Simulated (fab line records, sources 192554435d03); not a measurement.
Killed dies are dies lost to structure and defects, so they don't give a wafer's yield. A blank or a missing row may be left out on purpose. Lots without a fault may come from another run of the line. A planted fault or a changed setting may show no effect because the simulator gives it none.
fab line records | flow n5_finfet | part 1 of 2: steps 1 to 3 of 6
record lots=24 wafers=72 last_day=19
route steps=1938 shown GATE_CUT@496 MOL_CONTACT_COAG@532
lots that met no fault: from a run of the same line without faults
start_h: hours from the record's first day to the start of the lot's first wafer shown | wait_h: hours since the lot's step before | " the same as in the row above | L1.1+2: a row that stands for several wafers | - no value, or no start given | * or withheld: withheld | < > ~ a bound
route shown NAME@n: a module of which the file shows steps, and the number in the route of the first | usual: mean/standard deviation of fault-free wafers | same: alike in all rows | chamber/n: place in a boat | sites: the reading at each site | _std_site: their standard deviation | _edge_site: outer sites' mean less inner sites' | radius_mm: how far each site lies from the wafer's centre | mask NAME#n: copy n | behind: the tool/chamber that last shaped the wafer | hold: why the lot was held/for how many hours/how that ended | device: the transistor (n, p or np) that didn't switch | end of line: the same wafers' tests at the end of the route | a step without rows: its recipe alone | killed: dies lost to structure and defects at the first sort, not the wafer's yield | map: a wafer's dies, x killed, . not, _ none there
set.NAME: the setting as run; set.NAME@STEP: as run at that earlier step | model.NAME: the simulator's own value behind a step, which no gauge read
steps of the route over a sample of lots; a table a step, a row a wafer
services: from which hour (start_h, from the record's first day; less than 0 if before it) a tool's chamber was out of use, for how many hours, and why
## steps
# step N5_GATE_CUT_HM_OPEN_40
# recipe chemistry=C4F6/O2 target=SiO2 mask_material=SiARC target_depth_a=1390 time_s=85.1 ion_energy_ev=250 pressure_mtorr=30 source_w=345 bias_w=185 Ar_flow_sccm=300 C4F6_flow_sccm=10 O2_flow_sccm=10 ends=cleared
# usual drypump_motor_current_A=5.8/0.56 etch_rf_on_time_s=94.0/2.4 oes_o_777_au=0.81/0.085 oes_product_au=0.73/0.079 rf_vpp_V=665/12 showerhead_plenum_p_Torr=2.82/0.075 throttle_valve_pct=20.94/0.18
# columns lot.wafer tool chamber start_h wait_h drypump_motor_current_A etch_rf_on_time_s oes_o_777_au oes_product_au rf_hours_counter_h rf_vpp_V showerhead_plenum_p_Torr throttle_valve_pct
L074.1 rie_diel-02 3 83.28 0.0 6.8 92.0 0.86 0.76 67 676 2.78 21.29
L074.3 " 2 " " 6.5 96.6 0.83 0.76 47 645 2.80 20.80
L074.5 " 2 " " 6.5 98.6 0.83 0.75 - 645 2.80 20.80
L075.1 rie_diel-06 3 91.84 0.0 4.9 96.2 0.73 0.68 125 683 2.87 21.04
L075.3 " 0 " " 6.5 95.6 0.70 0.62 243 663 2.91 21.15
L075.6 " 0 " " 6.5 95.8 0.70 0.63 - 662 2.91 21.15
L076.2 rie_diel-04 0 97.95 0.0 6.0 92.0 0.97 0.90 6 677 2.82 20.85
L076.3 " 1 " " 5.1 90.8 0.94 0.84 15 669 2.89 20.91
L076.5 " 1 " " 5.1 91.1 0.94 0.85 - 668 2.89 20.89
L077.2 rie_diel-04 0 101.93 0.0 6.0 89.1 0.96 0.91 7 679 2.81 20.83
L077.4 " 1 " " 5.1 91.4 0.94 0.84 15 667 2.89 20.90
L077.6 " 3 " " 5.6 93.7 0.80 0.74 - 658 2.76 21.01
L078.1 rie_diel-06 2 109.48 0.0 5.7 91.8 0.80 0.72 115 639 2.73 20.93
L078.4 " 3 " " 4.9 97.4 0.73 0.68 130 681 2.87 21.05
L078.6 " 1 " " 6.0 95.2 0.73 0.64 - 665 2.93 21.13
L079.1 rie_diel-04 2 115.99 0.0 5.2 93.6 0.70 0.64 177 662 2.72 20.90
L079.2 " 0 " " 6.0 91.9 0.95 0.88 11 676 2.81 20.85
L079.4 " 3 " " 5.6 91.5 0.80 0.72 105 658 2.76 21.02
L080.1 rie_diel-02 1 121.31 0.0 6.4 92.3 0.78 0.70 143 674 2.95 20.52
L080.3 " 2 " " 6.5 96.5 0.81 0.74 58 646 2.79 20.83
L080.4 " 1 " " 6.4 93.4 0.78 0.70 - 675 2.95 20.52
L081.2 rie_diel-06 1 124.51 0.0 6.0 94.8 0.72 0.64 184 663 2.93 21.14
L081.4 " 1 " " 6.0 95.4 0.74 0.65 - 662 2.93 21.15
L081.6 " 3 " " 4.9 96.1 0.73 0.68 - 683 2.87 21.05
L082.1 rie_diel-04 3 133.72 0.0 5.6 93.8 0.79 0.72 110 658 2.75 21.01
L082.4 " 1 " " 5.1 90.6 0.93 0.83 25 667 2.88 20.90
L082.6 " 0 " " 6.0 92.2 0.95 0.86 - 677 2.81 20.84
L083.1 rie_diel-02 1 140.13 0.0 6.4 91.7 0.78 0.69 148 676 2.94 20.52
L083.2 " 2 " " 6.5 93.5 0.81 0.74 64 647 2.79 20.86
L083.5 " 2 " " 6.5 97.3 0.81 0.75 - 645 2.79 20.83
L084.2 rie_diel-04 3 146.24 0.0 5.6 93.0 0.79 0.72 114 657 2.75 21.05
L084.4 " 1 " " 5.1 90.5 0.92 0.82 28 668 2.88 20.90
L084.5 " 0 " " 6.0 91.4 0.93 0.86 - 677 2.81 20.86
L085.2 rie_diel-06 2 152.64 0.0 5.7 92.9 0.80 0.70 129 641 2.72 20.94
L085.4 " 0 " " 6.5 93.2 0.94 0.87 5 662 2.91 20.75
L085.6 " 3 " " 4.9 98.3 0.72 0.67 - 682 2.86 21.07
L086.2 rie_diel-02 3 159.12 0.0 6.8 93.3 0.82 0.74 86 676 2.77 21.30
L086.4 " 2 " " 6.5 97.7 0.80 0.73 70 646 2.79 20.85
L086.5 " 3 " " 6.8 93.4 0.82 0.74 - 677 2.77 21.31
L087.3 rie_diel-04 2 162.93 0.0 5.2 97.3 0.69 0.63 191 662 2.71 20.93
L087.4 " 3 " " 5.6 93.6 0.78 0.72 119 656 2.75 21.04
L087.5 " 1 " " 5.1 91.9 0.91 0.80 - 667 2.88 20.93
L088.1 rie_diel-04 3 164.92 0.0 5.6 92.8 0.78 0.72 119 658 2.75 21.05
L088.2 " 2 " " 5.2 96.8 0.69 0.64 191 664 2.71 20.92
L088.5 " 1 " " 5.1 91.4 0.90 0.81 - 668 2.88 20.91
L089.1 rie_diel-06 3 172.60 0.0 5.0 95.4 0.71 0.67 151 682 2.86 21.07
L089.2 " 0 " " 6.5 90.0 0.92 0.85 11 661 2.90 20.75
L089.4 " 1 " " 6.0 95.6 0.73 0.63 196 663 2.93 21.18
L090.1 rie_diel-06 1 178.86 0.0 6.0 95.6 0.72 0.63 198 664 2.92 21.15
L090.4 " 2 " " 5.7 95.0 0.78 0.69 137 640 2.72 20.97
L090.6 " 1 " " 6.0 98.2 0.72 0.64 - 665 2.92 21.18
L091.1 rie_diel-04 1 184.68 0.0 5.1 90.8 0.90 0.79 40 667 2.88 20.92
L091.2 " 2 " " 5.2 95.1 0.69 0.63 198 664 2.71 20.93
L091.4 " 0 " " 6.0 94.7 0.91 0.83 31 677 2.80 20.86
L092.2 rie_diel-06 0 192.04 0.0 6.5 92.2 0.90 0.83 17 662 2.90 20.76
L092.3 " 3 " " 4.9 97.9 0.71 0.66 157 682 2.86 21.08
L092.5 " 3 " " 4.9 98.9 0.71 0.66 - 682 2.86 21.08
L093.2 rie_diel-04 2 196.97 0.0 5.2 96.6 0.69 0.63 202 663 2.71 20.93
L093.4 " 0 " " 6.0 93.9 0.90 0.82 35 677 2.80 20.87
L093.6 " 3 " " 5.6 94.0 0.77 0.71 - 657 2.75 21.06
L094.3 rie_diel-04 3 204.76 0.0 5.6 94.1 0.77 0.70 132 657 2.74 21.05
L094.4 " 2 " " 5.2 99.6 0.69 0.62 204 662 2.70 20.94
L094.5 " 3 " " 5.6 93.5 0.77 0.71 - 657 2.74 21.06
L095.1 rie_diel-04 3 208.79 0.0 5.6 93.1 0.78 0.71 133 656 2.74 21.07
L095.3 " 1 " " 5.2 89.6 0.88 0.78 48 667 2.87 20.92
L095.4 " 2 " " 5.2 96.9 0.69 0.62 205 662 2.70 20.94
L096.1 rie_diel-02 3 224.01 0.0 6.8 92.4 0.81 0.73 105 675 2.76 21.33
L096.3 " 0 " " 5.4 94.2 0.87 0.78 66 676 2.85 20.61
L096.4 " 2 " " 6.5 97.7 0.78 0.71 86 647 2.78 20.87
L097.1 rie_diel-06 2 224.41 0.0 5.7 92.2 0.77 0.68 150 639 2.71 20.97
L097.3 " 0 " " 6.5 91.6 0.89 0.81 26 661 2.90 20.77
L097.6 " 0 " " 6.5 92.6 0.88 0.82 - 661 2.90 20.77
# step N5_MOL_CONTACT_COAG_ETCH_106
# recipe chemistry=N2/H2 target=SOC target_depth_a=800 overetch_a=160 mask_material=SiARC temp_c=40 time_s=120 ion_energy_ev=200 pressure_mtorr=30 source_w=840 bias_w=150 n2_flow_sccm=200 h2_flow_sccm=200
# usual drypump_motor_current_A=5.7/0.36 oes_product_au=0.74/0.084 rf_vpp_V=524/3.3 showerhead_plenum_p_Torr=2.55/0.11 throttle_valve_pct=17.83/0.24
# columns lot.wafer tool chamber start_h wait_h drypump_motor_current_A oes_product_au rf_hours_counter_h rf_vpp_V showerhead_plenum_p_Torr throttle_valve_pct
L074.1 rie_diel-05 0 86.98 0.0 5.5 0.73 85 518 2.38 18.19
L074.3 " 2 " " 5.6 0.82 20 529 2.69 17.57
L074.5 " 1 " " 5.6 0.61 - 523 2.51 18.19
L075.1 rie_diel-01 0 95.87 0.0 5.6 0.62 247 523 2.51 18.15
L075.3 " 1 " " 5.8 0.83 25 521 2.51 17.76
L075.6 " 1 " " 5.8 0.83 - 522 2.51 17.78
L076.2 rie_diel-03 3 101.87 0.0 6.5 0.65 158 524 2.52 17.47
L076.3 " 2 " " 5.7 0.63 202 520 2.43 18.11
L076.5 " 0 " " 5.7 0.63 - 520 2.40 17.83
L077.2 rie_diel-05 3 105.79 0.0 5.5 0.63 213 525 2.63 18.03
L077.4 " 2 " " 5.6 0.81 27 529 2.68 17.56
L077.6 " 1 " " 5.6 0.61 - 523 2.51 18.20
L078.1 rie_diel-05 3 113.64 0.0 5.5 0.63 215 526 2.63 18.03
L078.4 " 1 " " 5.6 0.61 245 524 2.51 18.21
L078.6 " 0 " " 5.5 0.73 - 518 2.37 18.19
L079.1 rie_diel-03 2 119.98 0.0 5.6 0.63 208 521 2.43 18.13
L079.2 " 0 " " 5.7 0.63 245 520 2.40 17.84
L079.4 " 3 " " 6.5 0.65 163 524 2.52 17.46
L080.1 rie_diel-01 3 125.01 0.0 6.4 0.83 11 527 2.70 17.80
L080.3 " 0 " " 5.7 0.86 2 524 2.50 17.73
L080.4 " 3 " " 6.5 0.82 - 528 2.70 17.82
L081.2 rie_diel-03 0 128.22 0.0 5.7 0.63 247 520 2.40 17.83
L081.4 " 3 " " 6.4 0.65 166 524 2.52 17.48
L081.6 " 2 " " 5.7 0.63 - 522 2.43 18.12
L082.1 rie_diel-01 1 137.81 0.0 5.9 0.81 43 523 2.50 17.82
L082.4 " 3 " " 6.5 0.82 - 529 2.70 17.82
L082.6 " 0 " " 5.6 0.84 - 523 2.50 17.75
L083.1 rie_diel-01 0 144.32 0.0 5.7 0.83 9 522 2.50 17.74
L083.2 " 1 " " 5.8 0.80 45 522 2.50 17.81
L083.5 " 3 " " 6.5 0.81 - 528 2.70 17.84
L084.2 rie_diel-03 2 150.10 0.0 5.7 0.62 220 521 2.43 18.13
L084.4 " 1 " " 5.4 0.80 - 527 2.72 17.95
L084.5 " 3 " " 6.5 0.64 - 524 2.51 17.49
L085.2 rie_diel-01 2 156.78 0.0 5.1 0.84 6 523 2.48 17.29
L085.4 " 1 " " 5.9 0.80 50 522 2.50 17.82
L085.6 " 0 " " 5.6 0.83 - 522 2.50 17.75
L086.2 rie_diel-05 1 163.22 0.0 5.6 0.86 3 521 2.51 17.72
L086.4 " 3 " " 5.5 0.62 233 525 2.62 18.06
L086.5 " 0 " " 5.5 0.71 - 520 2.37 18.21
L087.3 rie_diel-05 1 166.78 0.0 5.6 0.85 5 522 2.50 17.74
L087.4 " 2 " " 5.7 0.77 49 525 2.67 17.59
L087.5 " 2 " " 5.6 0.77 - 529 2.67 17.61
L088.1 rie_diel-03 3 168.79 0.0 6.5 0.65 184 524 2.51 17.49
L088.2 " 1 " " 5.5 0.79 47 528 2.72 17.95
L088.5 " 1 " " 5.5 0.78 - 525 2.72 17.95
L089.1 rie_diel-01 1 176.80 0.0 5.8 0.78 57 521 2.50 17.85
L089.2 " 3 " " 6.5 0.79 31 528 2.69 17.86
L089.4 " 0 " " 5.7 0.80 22 522 2.50 17.76
L090.1 rie_diel-05 3 182.70 0.0 5.5 0.62 240 525 2.62 18.07
L090.4 " 0 " " 5.5 0.70 118 517 2.36 18.24
L090.6 " 1 " " 5.6 0.84 - 523 2.50 17.74
L091.1 rie_diel-05 1 188.51 0.0 5.6 0.82 13 523 2.50 17.74
L091.2 " 3 " " 5.5 0.62 242 526 2.62 18.05
L091.4 " 2 " " 5.7 0.76 56 529 2.67 17.62
L092.2 rie_diel-05 2 195.96 0.0 5.6 0.75 59 528 2.67 17.62
L092.3 " 3 " " 5.5 0.61 245 526 2.62 18.07
L092.5 " 3 " " 5.5 0.61 - 525 2.62 18.08
L093.2 rie_diel-05 2 200.81 0.0 5.7 0.75 62 529 2.67 17.63
L093.4 " 2 " " 5.7 0.75 - 528 2.67 17.63
L093.6 " 1 " " 5.6 0.82 - 522 2.50 17.76
L094.3 rie_diel-01 1 210.09 0.0 5.9 0.76 70 522 2.49 17.86
L094.4 " 1 " " 5.8 0.78 - 522 2.49 17.87
L094.5 " 0 " " 5.6 0.78 - 522 2.49 17.79
L095.1 rie_diel-03 3 212.49 0.0 6.4 0.63 201 524 2.50 17.53
L095.3 " 1 " " 5.4 0.76 64 527 2.71 18.00
L095.4 " 0 " " 5.6 0.83 - 529 2.71 17.51
L096.1 rie_diel-01 3 227.84 0.0 6.6 0.76 48 529 2.69 17.87
L096.3 " 0 " " 5.6 0.77 39 523 2.49 17.81
L096.4 " 1 " " 5.8 0.76 75 521 2.49 17.86
L097.1 rie_diel-05 2 229.04 0.0 5.7 0.74 74 527 2.66 17.64
L097.3 " 0 " " 5.6 0.69 133 518 2.36 18.26
L097.6 " 1 " " 5.6 0.79 - 522 2.49 17.78
# step N5_MOL_CONTACT_COAG_TI_SIL_19
# recipe material=Ti target_thk_a=42 temp_c=200 chamber_pressure_pa=5 power_w=5000 time_s=15
# usual throttle_valve_pct=30.0/1.4
# columns lot.wafer tool chamber start_h wait_h throttle_valve_pct
L074.1 pvd_sputter-03 - 87.77 0.2 29.9
L074.3 " - " " 27.8
L074.5 " - " " 28.5
L075.1 pvd_sputter-02 - 98.41 0.3 28.2
L075.3 " - " " 30.8
L075.6 " - " " 30.3
L076.2 pvd_sputter-01 - 102.72 0.2 30.6
L076.3 " - " " 31.2
L076.5 " - " " 33.3
L077.2 pvd_sputter-02 - 106.79 0.4 31.0
L077.4 " - " " 30.2
L077.6 " - " " 30.9
L078.1 pvd_sputter-01 - 115.26 0.2 33.5
L078.4 " - " " 31.3
L078.6 " - " " 33.3
L079.1 pvd_sputter-01 - 121.07 0.3 29.4
L079.2 " - " " 30.7
L079.4 " - " " 33.2
L080.1 pvd_sputter-03 - 125.79 0.2 30.7
L080.3 " - " " 28.1
L080.4 " - " " 28.2
L081.2 pvd_sputter-03 - 129.23 0.2 28.1
L081.4 " - " " 28.1
L081.6 " - " " 29.9
L082.1 pvd_sputter-02 - 139.83 0.3 30.5
L082.4 " - " " 28.2
L082.6 " - " " 28.1
L083.1 pvd_sputter-02 - 146.00 0.2 28.3
L083.2 " - " " 30.1
L083.5 " - " " 27.8
L084.2 pvd_sputter-02 - 150.87 0.1 30.0
L084.4 " - " " 28.5
L084.5 " - " " 27.9
L085.2 pvd_sputter-01 - 157.65 0.1 31.3
L085.4 " - " " 30.5
L085.6 " - " " 33.2
L086.2 pvd_sputter-02 - 164.93 0.6 31.0
L086.4 " - " " 28.1
L086.5 " - " " 31.1
L087.3 pvd_sputter-03 - 167.55 0.1 28.1
L087.4 " - " " 30.8
L087.5 " - " " 29.8
L088.1 pvd_sputter-02 - 171.58 2.1 31.0
L088.2 " - " " 30.2
L088.5 " - " " 31.0
L089.1 pvd_sputter-01 - 177.63 0.2 33.2
L089.2 " - " " 31.1
L089.4 " - " " 29.3
L090.1 pvd_sputter-02 - 183.57 0.2 30.3
L090.4 " - " " 28.0
L090.6 " - " " 29.9
L091.1 pvd_sputter-02 - 190.82 0.2 30.1
L091.2 " - " " 30.2
L091.4 " - " " 28.1
L092.2 pvd_sputter-02 - 197.04 0.3 30.1
L092.3 " - " " 30.1
L092.5 " - " " 30.9
L093.2 pvd_sputter-03 - 201.69 0.2 28.3
L093.4 " - " " 28.2
L093.6 " - " " 30.9
L094.3 pvd_sputter-03 - 212.11 0.1 30.8
L094.4 " - " " 28.1
L094.5 " - " " 29.8
L095.1 pvd_sputter-02 - 213.27 0.2 30.3
L095.3 " - " " 31.0
L095.4 " - " " 27.8
L096.1 pvd_sputter-02 - 228.78 0.3 29.9
L096.3 " - " " 30.4
L096.4 " - " " 28.1
L097.1 pvd_sputter-03 - 231.08 0.4 29.8
L097.3 " - " " 28.3
L097.6 " - " " 30.7
